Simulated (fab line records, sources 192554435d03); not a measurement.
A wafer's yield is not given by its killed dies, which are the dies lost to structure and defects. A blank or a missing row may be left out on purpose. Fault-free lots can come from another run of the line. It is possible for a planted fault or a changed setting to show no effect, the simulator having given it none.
Which tool is to blame? -- flow n5Finfet -- 24 lots, 72 wafers sampled, at 6 steps of a route of 1938

== WHAT THE GAUGES SHOWED, per wafer ==
N5_BEOL_M15_THK_MEAS_50: measures by xrf. Usual: M15_THK typically reads 852 nm, with standard deviation 15.
lot,measured,on,M15_THK (nm),flag
L075,day 12 19:20,filmMetro-01,827 862 817,
L074,day 13 01:56,filmMetro-02,853 847 836,
L076,day 13 12:44,filmMetro-01,847 862 845,
L077,day 13 13:13,filmMetro-01,822 848 846,
L079,day 13 14:07,filmMetro-01,859 844 876,
L078,day 13 20:14,filmMetro-01,842 860 859,
L080,day 14 01:23,filmMetro-02,851 853 852,
L083,day 14 01:35,filmMetro-02,861 867 836,
L081,day 14 16:42,filmMetro-02,870 882 864,
L084,day 15 06:02,filmMetro-01,860 832 836,
L082,day 15 08:31,filmMetro-02,854 851 826,
L088,day 15 10:29,filmMetro-02,837 868 829,
L085,day 15 16:16,filmMetro-02,864 869 878,
L086,day 15 21:32,filmMetro-02,851 896 881,
L087,day 15 23:46,filmMetro-01,814 857 859,
L089,day 16 09:37,filmMetro-02,863 858 878,
L092,day 16 11:57,filmMetro-02,864 851 849,
L090,day 16 19:01,filmMetro-02,822 863 859,
L091,day 16 19:36,filmMetro-01,850 857 849,
L093,day 17 02:39,filmMetro-01,846 847 840,
L094,day 17 07:55,filmMetro-01,859 823 854,
L095,day 17 17:38,filmMetro-02,836 857 839,
L096,day 18 10:59,filmMetro-01,856 858 845,
L097,day 18 15:46,filmMetro-01,852 836 838,

N5_MIM_BOT_LITHO_INSPECT_12: inspects for defects (macro). Usual: 2.0 for rawDefectCount, sd 1.4.
lot,measured,on,rawDefectCount,flag
L075,day 13 01:22,defectInspect-01,1 3 2,
L074,day 13 07:50,defectInspect-01,1 0 0,
L076,day 13 18:10,defectInspect-02,2 3 1,
L077,day 13 18:40,defectInspect-01,3 2 1,
L079,day 13 19:41,defectInspect-02,0 0 1,
L078,day 14 00:55,defectInspect-02,2 4 3,
L080,day 14 06:54,defectInspect-02,2 2 3,
L083,day 14 07:11,defectInspect-02,1 4 6,
L081,day 14 21:17,defectInspect-02,1 2 0,
L084,day 15 11:10,defectInspect-02,1 4 1,
L082,day 15 12:14,defectInspect-01,0 4 3,
L088,day 15 15:54,defectInspect-02,1 2 2,
L085,day 15 20:43,defectInspect-01,2 2 2,
L086,day 16 00:55,defectInspect-02,1 3 2,
L087,day 16 04:34,defectInspect-02,2 2 4,
L089,day 16 13:58,defectInspect-01,0 4 2,
L092,day 16 16:46,defectInspect-01,1 1 4,
L090,day 16 23:46,defectInspect-02,2 0 5,
L091,day 17 00:13,defectInspect-01,1 2 2,
L093,day 17 08:58,defectInspect-01,7 3 3,
L094,day 17 11:52,defectInspect-01,6 3 0,
L095,day 18 00:49,defectInspect-01,1 3 0,
L096,day 18 15:38,defectInspect-01,1 1 2,
L097,day 18 19:17,defectInspect-02,1 2 2,

== EACH LOT AND THE TOOL THAT RAN IT (in order: tool; ch and the chambers of the sampled wafers; start) ==
lot,N5_BEOL_M14_DEP_53,N5_BEOL_M15_ETCH_57,N5_BEOL_M15_PRE_CLEAN_42,N5_MIM_TOP_DEGAS_04
L075,"pecvd-04 ch 0,2, day 12 13:40","rieDiel-04 ch 0,2, day 12 15:10","pvdSputter-02, day 12 18:01","pvdSputter-03, day 12 23:31"
L074,"pecvd-04 ch 0,2, day 12 18:35","rieDiel-05 ch 2,3, day 12 20:03","pvdSputter-03, day 13 00:46","pvdSputter-02, day 13 06:29"
L076,"pecvd-04 ch 0,1,2, day 13 03:53","rieDiel-02 ch 0,2,3, day 13 05:27","pvdSputter-02, day 13 11:33","pvdSputter-03, day 13 16:41"
L077,"pecvd-04 ch 0,1,2, day 13 04:32","rieDiel-04 ch 0,1,2, day 13 06:06","pvdSputter-02, day 13 12:03","pvdSputter-02, day 13 17:19"
L079,"pecvd-01 ch 0,1, day 13 08:53","rieDiel-04 ch 0,1,3, day 13 10:24","pvdSputter-02, day 13 12:57","pvdSputter-01, day 13 18:25"
L078,"pecvd-03 ch 0,1,2, day 13 09:12","rieDiel-02 ch 0,1, day 13 11:07","pvdSputter-03, day 13 19:05","pvdSputter-03, day 13 23:31"
L080,"pecvd-03 ch 1,2, day 13 17:43","rieDiel-02 ch 1,2, day 13 19:14","pvdSputter-02, day 13 23:58","pvdSputter-02, day 14 05:32"
L083,"pecvd-03 ch 1,2, day 13 18:02","rieDiel-04 ch 1,2, day 13 19:25","pvdSputter-02, day 14 00:24","pvdSputter-02, day 14 05:40"
L081,"pecvd-01 ch 1,2, day 14 10:51","rieDiel-05 ch 0,1,3, day 14 12:20","pvdSputter-01, day 14 15:17","pvdSputter-03, day 14 19:53"
L084,"pecvd-03 ch 0,2, day 14 23:43","rieDiel-04 ch 0,1,3, day 15 01:13","pvdSputter-03, day 15 04:53","pvdSputter-02, day 15 09:49"
L082,"pecvd-03 ch 0,2, day 15 00:06","rieDiel-05 ch 0,1,2, day 15 02:02","pvdSputter-03, day 15 07:22","pvdSputter-01, day 15 10:49"
L088,"pecvd-03 ch 1,2, day 15 02:20","rieDiel-05 ch 0,1,2, day 15 03:54","pvdSputter-03, day 15 09:20","pvdSputter-02, day 15 14:25"
L085,"pecvd-04 ch 0,2, day 15 10:17","rieDiel-02 ch 0,1,2, day 15 11:46","pvdSputter-03, day 15 14:51","pvdSputter-02, day 15 19:10"
L086,"pecvd-03 ch 0,1, day 15 16:04","rieDiel-05 ch 0,1, day 15 17:47","pvdSputter-02, day 15 19:46","pvdSputter-02, day 15 23:34"
L087,"pecvd-04 ch 0,1, day 15 17:08","rieDiel-02 ch 0,1,3, day 15 19:07","pvdSputter-03, day 15 22:26","pvdSputter-02, day 16 03:13"
L089,"pecvd-03 ch 0,1, day 16 03:25","rieDiel-02 ch 1,3, day 16 04:55","pvdSputter-03, day 16 08:19","pvdSputter-02, day 16 12:45"
L092,"pecvd-04 ch 0,1,2, day 16 04:53","rieDiel-02 ch 0,1,3, day 16 06:29","pvdSputter-01, day 16 10:48","pvdSputter-03, day 16 15:25"
L090,"pecvd-04 ch 0,1,2, day 16 09:53","rieDiel-04 ch 0,1,2, day 16 11:44","pvdSputter-02, day 16 17:52","pvdSputter-03, day 16 22:05"
L091,"pecvd-04 ch 0,1,2, day 16 14:00","rieDiel-02 ch 1,2,3, day 16 15:23","pvdSputter-03, day 16 18:01","pvdSputter-03, day 16 22:38"
L093,"pecvd-04 ch 0,1, day 16 22:03","rieDiel-05 ch 1,2,3, day 16 23:25","pvdSputter-02, day 17 01:29","pvdSputter-01, day 17 07:20"
L094,"pecvd-04 ch 0,1,2, day 17 00:12","rieDiel-02 ch 1,2, day 17 01:41","pvdSputter-02, day 17 06:46","pvdSputter-01, day 17 10:29"
L095,"pecvd-03 ch 1,2, day 17 08:21","rieDiel-02 ch 0,1,3, day 17 10:03","pvdSputter-01, day 17 16:29","pvdSputter-02, day 17 23:28"
L096,"pecvd-01 ch 0,2, day 18 02:19","rieDiel-05 ch 0,1,3, day 18 03:53","pvdSputter-03, day 18 07:32","pvdSputter-01, day 18 14:08"
L097,"pecvd-04 ch 0,1,2, day 18 11:03","rieDiel-05 ch 0,1,2, day 18 12:44","pvdSputter-01, day 18 14:30","pvdSputter-01, day 18 17:53"
- N5_BEOL_M14_DEP_53: deposits SiCN from 3MS/NH3, target thk 50 nm, time 17.8 s.
- N5_BEOL_M15_ETCH_57: etches SOC in N2/H2, time 750 s.
- N5_BEOL_M15_PRE_CLEAN_42: time 30 s.
- N5_MIM_TOP_DEGAS_04: time 60 s.

== WHAT THE TOOLS THEMSELVES READ (means of the sampled wafers that have a number; where no wafer has one, the mark that the record gives instead) ==
N5_BEOL_M14_DEP_53. Usual: showerheadPlenumPTorr 4.158 Torr, standard deviation 0.026; throttleValvePct 18.3 %, standard deviation 1.2.
lot,tool,showerheadPlenumPTorr (Torr),throttleValvePct (%),flag
L075,pecvd-04,4.154,17.2,
L074,pecvd-04,4.154,17.4,
L076,pecvd-04,4.151,17.6,
L077,pecvd-04,4.158,17.5,
L079,pecvd-01,4.176,18.9,
L078,pecvd-03,4.158,18.6,
L080,pecvd-03,4.155,18.0,
L083,pecvd-03,4.155,17.9,
L081,pecvd-01,4.173,17.6,
L084,pecvd-03,4.175,18.6,
L082,pecvd-03,4.190,18.9,
L088,pecvd-03,4.158,18.1,
L085,pecvd-04,4.170,17.6,
L086,pecvd-03,4.143,19.0,
L087,pecvd-04,4.178,18.2,
L089,pecvd-03,4.162,19.1,
L092,pecvd-04,4.158,17.7,
L090,pecvd-04,4.154,17.7,
L091,pecvd-04,4.151,17.6,
L093,pecvd-04,4.159,18.0,
L094,pecvd-04,4.159,17.7,
L095,pecvd-03,4.158,18.0,
L096,pecvd-01,4.155,19.5,
L097,pecvd-04,4.156,17.7,

N5_BEOL_M15_ETCH_57. Usual: biasW 350.0 W, standard deviation 1; drypumpMotorCurrentA 5.6 A, standard deviation 0.44; oesProductAu 0.82 a.u., standard deviation 0.083; rfVppV 524 V, standard deviation 3.1; showerheadPlenumPTorr 2.56 Torr, standard deviation 0.1; throttleValvePct 17.92 %, standard deviation 0.21.
lot,tool,biasW (W),drypumpMotorCurrentA (A),oesProductAu (a.u.),rfVppV (V),showerheadPlenumPTorr (Torr),throttleValvePct (%),flag
L075,rieDiel-04,349.1,5.7,0.84,527,2.69,17.88,
L074,rieDiel-05,350.3,5.6,0.80,523,2.53,17.81,
L076,rieDiel-02,349.8,5.8,0.80,524,2.57,17.97,
L077,rieDiel-04,349.9,5.4,0.90,526,2.63,17.70,
L079,rieDiel-04,349.2,5.4,0.87,524,2.55,17.78,
L078,rieDiel-02,348.8,5.3,0.81,523,2.49,17.95,
L080,rieDiel-02,350.5,5.4,0.85,523,2.54,17.87,
L083,rieDiel-04,349.6,5.5,0.92,524,2.55,17.64,
L081,rieDiel-05,349.2,5.9,0.81,527,2.65,17.92,
L084,rieDiel-04,351.2,5.4,0.85,524,2.55,17.80,
L082,rieDiel-05,350.2,5.7,0.79,524,2.57,18.01,
L088,rieDiel-05,349.3,5.7,0.79,525,2.57,18.01,
L085,rieDiel-02,349.5,5.5,0.77,524,2.55,17.96,
L086,rieDiel-05,350.8,6.0,0.76,525,2.59,18.14,
L087,rieDiel-02,349.7,5.5,0.79,522,2.49,18.02,
L089,rieDiel-02,350.5,5.5,0.85,522,2.48,17.98,
L092,rieDiel-02,348.8,5.5,0.79,522,2.49,18.03,
L090,rieDiel-04,349.6,5.4,0.84,526,2.62,17.74,
L091,rieDiel-02,349.6,5.6,0.83,524,2.54,17.94,
L093,rieDiel-05,350.5,5.9,0.75,523,2.55,17.99,
L094,rieDiel-02,350.2,5.6,0.82,526,2.61,17.88,
L095,rieDiel-02,350.5,5.5,0.88,521,2.48,17.89,
L096,rieDiel-05,350.8,5.9,0.89,526,2.64,17.81,
L097,rieDiel-05,349.7,5.7,0.87,524,2.56,17.87,

N5_BEOL_M15_PRE_CLEAN_42. Usual: 453 W for heaterPowerW, sd 39.
lot,tool,heaterPowerW (W),flag
L075,pvdSputter-02,421,
L074,pvdSputter-03,453,
L076,pvdSputter-02,446,
L077,pvdSputter-02,456,
L079,pvdSputter-02,456,
L078,pvdSputter-03,435,
L080,pvdSputter-02,456,
L083,pvdSputter-02,417,
L081,pvdSputter-01,430,
L084,pvdSputter-03,460,
L082,pvdSputter-03,445,
L088,pvdSputter-03,503,
L085,pvdSputter-03,442,
L086,pvdSputter-02,414,
L087,pvdSputter-03,460,
L089,pvdSputter-03,436,
L092,pvdSputter-01,448,
L090,pvdSputter-02,458,
L091,pvdSputter-03,466,
L093,pvdSputter-02,437,
L094,pvdSputter-02,453,
L095,pvdSputter-01,452,
L096,pvdSputter-03,478,
L097,pvdSputter-01,442,

N5_MIM_TOP_DEGAS_04. Usual: 455 W for heaterPowerW, sd 39.
lot,tool,heaterPowerW (W),flag
L075,pvdSputter-03,429,
L074,pvdSputter-02,455,
L076,pvdSputter-03,456,
L077,pvdSputter-02,447,
L079,pvdSputter-01,464,
L078,pvdSputter-03,466,
L080,pvdSputter-02,419,
L083,pvdSputter-02,409,
L081,pvdSputter-03,447,
L084,pvdSputter-02,448,
L082,pvdSputter-01,434,
L088,pvdSputter-02,460,
L085,pvdSputter-02,426,
L086,pvdSputter-02,493,
L087,pvdSputter-02,422,
L089,pvdSputter-02,458,
L092,pvdSputter-03,484,
L090,pvdSputter-03,445,
L091,pvdSputter-03,445,
L093,pvdSputter-01,461,
L094,pvdSputter-01,459,
L095,pvdSputter-02,459,
L096,pvdSputter-01,441,
L097,pvdSputter-01,459,

== THE ANSWER, worked out from the rows above alone ==
Rule: a lot is off if the mean of its wafers that have a number lies more than 3 standard deviations from the usual mean. Also off: a lot with no number at a reading for which 4 or more lots have one. Any other lot the step has rows for is counted as sound. After the gauges, taken in route order, come the tools' own readings; for these a lot's mean is taken, as printed above. At the first step where some lot is off, the reading lying furthest off is the one used; lots without a number count as furthest.
Across all readings shown, no lot is off: no conclusion can be drawn from this.

== WHAT THE SIMULATOR HAD PUT IN ==
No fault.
